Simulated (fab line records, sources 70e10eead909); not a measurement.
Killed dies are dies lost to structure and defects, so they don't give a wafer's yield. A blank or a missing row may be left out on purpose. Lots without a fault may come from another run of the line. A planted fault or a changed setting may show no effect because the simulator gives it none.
One fault seen from 2 desks | flow nand_harc | each desk has only its own numbers; what lay behind them comes last

THE TOOL OWNER'S DESK: lpcvd_poly-04
The tool's own readings at NHARC_A_WL_FILL_CVD_23 (deposits poly-Si, target thk 40 nm, time 800 s): means of the sampled wafers that have a number, for each lot that ran on this tool. A lot is out of limits, marked OUT, if its mean lies more than 4 standard deviations from the usual mean; the brackets give that distance.
Columns: A = spike_tc_upper_C at NHARC_A_WL_FILL_CVD_23, usual 619.2 C; B = zone_power_lower_pct at NHARC_A_WL_FILL_CVD_23, usual 9.3 %
lot  | first seen here | A     | B
L387 | day 23 20:10    | 617.3 | 8.8
L393 | day 26 14:11    | 617.9 | 8.7
L394 | day 27 00:44    | 617.8 | 8.7
L401 | day 29 22:30    | 618.3 | 8.7
L402 | day 29 22:30    | 618.3 | 8.8
This desk's finding: nothing out of limits on any of the 5 lots.

THE METROLOGY DESK
What the gauges read, lot by lot, whatever tool the lot ran on: means of the sampled wafers that have a number. A lot is out of limits, marked OUT, if its mean lies more than 4 standard deviations from the usual mean; the brackets give that distance.
Columns: A = cd_nm at NHARC_A_BONDPAD_CD_MEAS_09, usual 498.9 nm
lot  | first seen here | A
L380 | day 23 14:22    | 497.8
L381 | day 23 15:24    | 500.0
L384 | day 24 08:55    | 499.1
L385 | day 24 18:08    | 500.3
L383 | day 24 19:11    | 496.4
L386 | day 25 16:51    | 500.4
L387 | day 25 23:43    | 498.2
L393 | day 28 19:20    | 498.7
L394 | day 29 01:26    | 497.6
L398 | day 30 13:34    | 498.2
L399 | day 30 15:43    | 498.9
L402 | day 31 21:59    | 499.2
L401 | day 31 23:40    | 500.1
This desk's finding: nothing out of limits on any of the 13 lots.

PUT TOGETHER
The tool owner's desk saw nothing out of limits.
The metrology desk saw nothing out of limits.

WHAT THE SIMULATOR HAD PUT IN
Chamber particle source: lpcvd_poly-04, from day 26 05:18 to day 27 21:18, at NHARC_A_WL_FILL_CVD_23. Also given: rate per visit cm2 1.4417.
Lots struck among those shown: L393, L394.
